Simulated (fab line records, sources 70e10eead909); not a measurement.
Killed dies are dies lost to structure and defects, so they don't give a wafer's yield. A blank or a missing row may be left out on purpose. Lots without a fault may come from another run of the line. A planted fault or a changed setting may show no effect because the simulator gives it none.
Which tool did it? | flow nand_harc | 13 lots, 39 wafers sampled, at 5 steps of a route of 1302

WHAT THE GAUGES READ, wafer by wafer
NHARC_END_SORT_01.
lot  | measured     | on        | defect_limited_yield (%) | killed_at_array | killed_at_other | killed_at_periphery | killed_dies | killed_open | killed_short
L954 | day 27 10:55 | prober-02 | 0 0 0                    | 671 672 674     | 6 3 1           | 0 2 2               | 677 677 677 | 5 3 7       | 2 3 2

WHICH TOOL RAN EACH LOT (tool, then ch and the chambers of the sampled wafers, then the start)
lot  | NHARC_A_CONTACT_CMP_20        | NHARC_A_BLC_STRIP_21               | NHARC_A_BLC_DEGAS_30         | NHARC_A_M0_DEP_00
L947 | cmp-02 ch 1,2,3, day 21 23:34 | rie_diel-01 ch 0,2,3, day 22 01:47 | pvd_sputter-02, day 22 02:13 | pecvd-02 ch 1,2, day 22 03:39
L948 | cmp-02 ch 2,3, day 22 19:20   | rie_diel-04 ch 0,2,3, day 22 21:35 | pvd_sputter-01, day 22 21:59 | pecvd-03 ch 1,2, day 22 23:27
L949 | cmp-03 ch 0,2,3, day 23 01:43 | rie_diel-10 ch 1,2,3, day 23 04:00 | pvd_sputter-02, day 23 04:24 | pecvd-02 ch 0,1,2, day 23 05:55
L951 | cmp-02 ch 0,1, day 23 20:28   | rie_diel-10 ch 1,2,3, day 23 23:19 | pvd_sputter-03, day 23 23:45 | pecvd-02 ch 1,2, day 24 01:14
L952 | cmp-02 ch 0,1, day 24 13:04   | rie_diel-04 ch 0,1,3, day 24 15:19 | pvd_sputter-01, day 24 15:44 | pecvd-03 ch 0,1,2, day 24 17:35
L954 | cmp-02 ch 0,2,3, day 25 12:14 | rie_diel-01 ch 0,2,3, day 25 14:20 | pvd_sputter-02, day 25 14:46 | pecvd-03 ch 1,2, day 25 16:20
L955 | cmp-02 ch 0,2,3, day 25 15:08 | rie_diel-10 ch 1,2,3, day 25 17:22 | pvd_sputter-01, day 25 17:46 | pecvd-03 ch 1,2, day 25 19:17
L953 | cmp-03 ch 0,1, day 25 18:10   | rie_diel-04 ch 0,3, day 25 20:37   | pvd_sputter-03, day 25 21:04 | pecvd-03 ch 0,1,2, day 25 22:37
L963 | cmp-02 ch 0,1, day 28 16:30   | rie_diel-04 ch 0,2, day 28 18:40   | pvd_sputter-01, day 28 19:06 | pecvd-02 ch 0,1,2, day 28 20:33
L964 | cmp-02 ch 0,2, day 29 18:28   | rie_diel-04 ch 0,1,3, day 29 20:43 | pvd_sputter-03, day 29 21:08 | pecvd-02 ch 0,1,2, day 29 22:35
L966 | cmp-02 ch 0,2,3, day 30 05:37 | rie_diel-04 ch 0,2,3, day 30 07:45 | pvd_sputter-01, day 30 08:10 | pecvd-04 ch 0,1,2, day 30 09:37
L968 | cmp-01 ch 0,2,3, day 30 21:31 | rie_diel-04 ch 0,2,3, day 30 23:55 | pvd_sputter-02, day 31 00:21 | pecvd-04 ch 1,2, day 31 01:53
L970 | cmp-01 ch 0,2, day 31 13:55   | rie_diel-10 ch 0,2,3, day 31 16:03 | pvd_sputter-03, day 31 16:29 | pecvd-02 ch 0,2, day 31 17:59
- NHARC_A_CONTACT_CMP_20: polishes, t overpolish 30 s, target thk 300 nm.
- NHARC_A_BLC_STRIP_21: strips in O2.
- NHARC_A_BLC_DEGAS_30: time 60 s.
- NHARC_A_M0_DEP_00: deposits SiOC, target thk 150 nm.

WHAT THE TOOLS THEMSELVES READ (means of the sampled wafers that have a number; where no wafer has one, the mark that the record gives instead)
NHARC_A_CONTACT_CMP_20.
lot  | tool   | motor_current_A (A) | overpolish_run_s (s) | slurry_flow_ml_min | time_to_endpoint_s (s)
L947 | cmp-02 | 12.1                | 30.002               | 149.8              | 61
L948 | cmp-02 | 13.1                | 29.996               | 150.4              | 59
L949 | cmp-03 | 12.0                | 29.996               | 150.1              | 61
L951 | cmp-02 | 11.6                | 30.000               | 149.7              | 65
L952 | cmp-02 | 11.0                | 30.001               | 149.9              | 64
L954 | cmp-02 | 12.4                | 30.002               | 150.3              | 61
L955 | cmp-02 | 12.4                | 30.001               | 150.0              | 62
L953 | cmp-03 | 12.2                | 30.000               | 150.2              | 61
L963 | cmp-02 | 11.4                | 29.998               | 150.3              | 61
L964 | cmp-02 | 11.2                | 30.008               | 150.1              | 65
L966 | cmp-02 | 12.2                | 29.997               | 149.8              | 60
L968 | cmp-01 | 10.8                | 30.002               | 149.6              | 57
L970 | cmp-01 | 11.2                | 30.002               | 149.8              | 58

NHARC_A_BLC_STRIP_21.
lot  | tool        | chamber_pressure_mTorr (mTorr) | drypump_motor_current_A (A) | oes_product_au (a.u.) | rf_vpp_V (V) | showerhead_plenum_p_Torr (Torr) | throttle_valve_pct (%)
L947 | rie_diel-01 | 59.97                          | 5.6                         | 1.008                 | 57.0         | 3.52                            | 17.040
L948 | rie_diel-04 | 60.00                          | 5.4                         | 1.009                 | 58.4         | 3.56                            | 17.041
L949 | rie_diel-10 | 60.03                          | 5.2                         | 1.009                 | 57.5         | 3.44                            | 17.037
L951 | rie_diel-10 | 59.97                          | 5.2                         | 0.996                 | 56.6         | 3.44                            | 17.031
L952 | rie_diel-04 | 60.01                          | 5.8                         | 0.998                 | 58.1         | 3.66                            | 17.026
L954 | rie_diel-01 | 59.94                          | 5.7                         | 0.994                 | 58.1         | 3.69                            | 17.043
L955 | rie_diel-10 | 60.01                          | 5.2                         | 1.004                 | 57.5         | 3.44                            | 17.035
L953 | rie_diel-04 | 60.03                          | 5.4                         | 0.994                 | 57.7         | 3.66                            | 17.045
L963 | rie_diel-04 | 60.00                          | 5.6                         | 0.988                 | 57.6         | 3.52                            | 17.033
L964 | rie_diel-04 | 59.96                          | 5.8                         | 0.993                 | 57.1         | 3.65                            | 17.041
L966 | rie_diel-04 | 60.01                          | 5.4                         | 1.002                 | 57.7         | 3.55                            | 17.038
L968 | rie_diel-04 | 59.98                          | 5.4                         | 0.997                 | 57.6         | 3.55                            | 17.035
L970 | rie_diel-10 | 60.00                          | 5.1                         | 0.995                 | 58.1         | 3.48                            | 17.039

NHARC_A_BLC_DEGAS_30.
lot  | tool           | heater_power_w (W)
L947 | pvd_sputter-02 | 453
L948 | pvd_sputter-01 | 447
L949 | pvd_sputter-02 | 446
L951 | pvd_sputter-03 | 489
L952 | pvd_sputter-01 | 488
L954 | pvd_sputter-02 | 435
L955 | pvd_sputter-01 | 486
L953 | pvd_sputter-03 | 476
L963 | pvd_sputter-01 | 482
L964 | pvd_sputter-03 | 483
L966 | pvd_sputter-01 | 490
L968 | pvd_sputter-02 | 439
L970 | pvd_sputter-03 | 484

NHARC_A_M0_DEP_00.
lot  | tool     | chamber_pressure_Torr (Torr) | rf_fwd_power_W (W)
L947 | pecvd-02 | 5.009                        | 599.7
L948 | pecvd-03 | 4.998                        | 597.9
L949 | pecvd-02 | 4.993                        | 597.7
L951 | pecvd-02 | 4.999                        | 598.0
L952 | pecvd-03 | 4.991                        | 596.6
L954 | pecvd-03 | -                            | -
L955 | pecvd-03 | -                            | -
L953 | pecvd-03 | 4.996                        | 598.6
L963 | pecvd-02 | 4.999                        | 597.1
L964 | pecvd-02 | 5.001                        | 598.0
L966 | pecvd-04 | 5.003                        | 599.2
L968 | pecvd-04 | 5.001                        | 598.8
L970 | pecvd-02 | 5.017                        | 599.0

THE ANSWER, worked out from the rows above alone
Rule: what is usual is taken from the lots themselves. Put in order of their means at a reading, lots are off if they are a third of the lots or fewer, leave a main group of 4 or more, and stand apart from it by a gap of 3 or more times the standard deviation of the main group's means; of several such gaps the widest counts. A main group whose means are all the same, to the digits that the tables above print for the reading, isn't used. A lot without any number at a reading at which 4 lots or more have one is off too. The other lots that the step has rows for count as sound. The gauges are gone through in route order, then the tools' own readings, and for those a lot's mean is taken as printed above. The first step at which some lot is off is used, and at that step the reading that is off furthest; a lot without a number counts as furthest.
Off: L954, L955, at NHARC_A_M0_DEP_00 (chamber_pressure_Torr). Without a number there: L954, L955. The main group: mean 5.001 Torr, standard deviation 0.0069.
A tool fits if, at that step or a process step before it, it ran every lot that is off, and no sound lot after the first of them. None of those tried fits.

WHAT THE SIMULATOR HAD PUT IN
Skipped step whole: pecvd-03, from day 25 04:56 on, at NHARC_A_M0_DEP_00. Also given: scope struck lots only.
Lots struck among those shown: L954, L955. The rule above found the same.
